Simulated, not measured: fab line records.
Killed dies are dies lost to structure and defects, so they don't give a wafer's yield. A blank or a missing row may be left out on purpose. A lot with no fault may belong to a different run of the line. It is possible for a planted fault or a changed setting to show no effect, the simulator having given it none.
A struck lot beside a sound one -- flow n5Finfet -- 15 out of 1938 route steps
Sound: the wafers L994.1, L994.3, L994.5. Struck: wafer L107.5 (left out: L107.2, L107.3 of the same lot, which were not struck); the cause appears at the end.
At each step with rows: each side's tool, then ch and its chambers, then its first start. Under that, the readings that differ: sound wafers -- struck wafers -- difference of the means -- sigmas: that difference in standard deviations of wafers without a fault.
alike: a reading whose means differ by less than 2 such deviations, as well as words and numbers matching on both sides. not compared: withheld readings; readings where some wafer has no value; bounds like >300 that might hide an equal value; numbers whose values overlap and for which the record gives no deviation.
A row with sigmas, a row that says differs or no value, or rows on one side alone: a step with any of these is where the two part. Non-overlapping numbers with no deviation appear without sigmas and do not part them. A reading that every wafer of one side lacks parts them only if that side has two wafers or more.

N5_FIN_SAQP_MANDREL_ETCH_58: etches a-Si in HBr/Cl2, stops on SiNx, target depth 45 nm, bt time 10 s, time 27 s.
  sound on rieSi-02 ch 0,1,2, day 2 20:19; struck on rieSi-02 ch 2, day 5 23:54
  alike: drypumpMotorCurrentA, oesProductAu, rfFwdPowerW, throttleValvePct
  not compared: rfHoursCounterH
then, 2 steps without rows for these wafers: N5_FIN_SAQP_RECESS_63 (chemistry HF/NH3, target SiO2, target depth 18 nm, afs cycles 3, sublimation time 60 s); N5_FIN_SAQP_COAT_68 (time 60 s, resist thk 100 nm).
N5_FIN_SAQP_ETCH_69: etches SOC in N2/H2, stops on SiNx, target depth 150 nm.
  sound on rieDiel-03 ch 0,2,3, day 2 21:00; struck on rieDiel-05 ch 2, day 6 00:26
reading,sound,struck,difference,sigmas
showerheadPlenumPTorr (Torr),2.44 2.41 2.53,2.68,+0.22,+2
  alike: drypumpMotorCurrentA, oesProductAu, rfFwdPowerW, rfVppV, throttleValvePct
  not compared: rfHoursCounterH
then, 1 step without rows for these wafers: N5_FIN_SAQP_ETCH_67 (etches SiNx in CH3F/O2, target depth 30 nm).
N5_FIN_SAQP_STRIP_70: strips in N2/H2.
  sound on rieDiel-03 ch 0,2,3, day 2 21:06; struck on rieDiel-05 ch 2, day 6 00:32
  alike: drypumpMotorCurrentA, oesProductAu, rfVppV, showerheadPlenumPTorr, throttleValvePct
  not compared: rfHoursCounterH
N5_FIN_SAQP_RECESS_71: chemistry HF/NH3, target SiO2, target depth 3 nm, afs cycles 1, sublimation time 60 s.
  sound on vaporEtch-01 ch 0,1, day 2 21:10; struck on vaporEtch-01 ch 1, day 6 00:35
  alike: drypumpMotorCurrentA
then, 2 steps without rows for these wafers: N5_FIN_SAQP_SPACER2_ALD_28 (deposits SiO2, target thk 8.1 nm, pulse time 1 s, purge time 2 s); N5_FIN_SAQP_SPACER2_ETCHBACK_29 (etches SiO2 in CHF3/O2, target depth 12.2 nm, time 6.1 s).
N5_FIN_SAQP_MANDREL2_REMOVE_60: chemistry HBr/Cl2/O2, target a-Si, stops on SiNx, bt time 10 s.
  sound on rieSi-01 ch 0,2,3, day 2 21:43; struck on rieSi-04 ch 0, day 6 01:12
  alike: drypumpMotorCurrentA, oesProductAu, throttleValvePct
  not compared: rfHoursCounterH
N5_FIN_SAQP_CD_MEAS_31: target cd 8 nm.
  sound on cdSem-01 ch 0, day 2 21:50; struck on cdSem-02 ch 0, day 6 01:20
  alike: cdNm
then, 1 step without rows for these wafers: N5_FIN_SAQP_HM_OPEN_33 (chemistry CH3F/O2, target SiNx, target depth 49.4 nm, time 70.6 s).
N5_FIN_SAQP_ETCH_34: etches SiO2 in C4F6/O2, target depth 45 nm, time 15 s.
  sound on rieDiel-03 ch 0,2,3, day 2 22:09; struck on rieDiel-05 ch 1, day 6 01:26
reading,sound,struck,difference,sigmas
etchRfOnTimeS (s),14.97 15.13 14.51,17.28,+2.41,+8
rfFwdPowerW (W),337.7 336.8 337.0,255.4,-81.8,-74
rfVppV (V),672 673 690,755,+77,+6
  alike: drypumpMotorCurrentA, oes_ar_750_au, oesProductAu, showerheadPlenumPTorr, throttleValvePct
  not compared: rfHoursCounterH
then, 1 step without rows for these wafers: N5_FIN_SAQP_STRIP_77 (strips in N2/H2, time 90 s).
-- here the record skips 12 days between the struck wafers' starts before and after, leaving off in module FIN_SAQP and picking up in module PASSIVATION (first step shown: number 1936 of the route) --
N5_PASSIVATION_PROBE_49:
  sound: prober-02 at day 14 14:50; struck: prober-01 at day 17 20:05
reading,sound,struck,difference,sigmas
killedOpen,92 67 66,47,-28,-2
  alike: killed_at_M0_to_M3, killed_at_M4_up, killedAtContacts, killedAtFrontEnd, killedAtOther, killedDies, killedShort

== WHERE THEY PART ==
Earliest at N5_FIN_SAQP_ETCH_69; latest, in this record, at N5_PASSIVATION_PROBE_49.

WHY: the cause the simulator had injected
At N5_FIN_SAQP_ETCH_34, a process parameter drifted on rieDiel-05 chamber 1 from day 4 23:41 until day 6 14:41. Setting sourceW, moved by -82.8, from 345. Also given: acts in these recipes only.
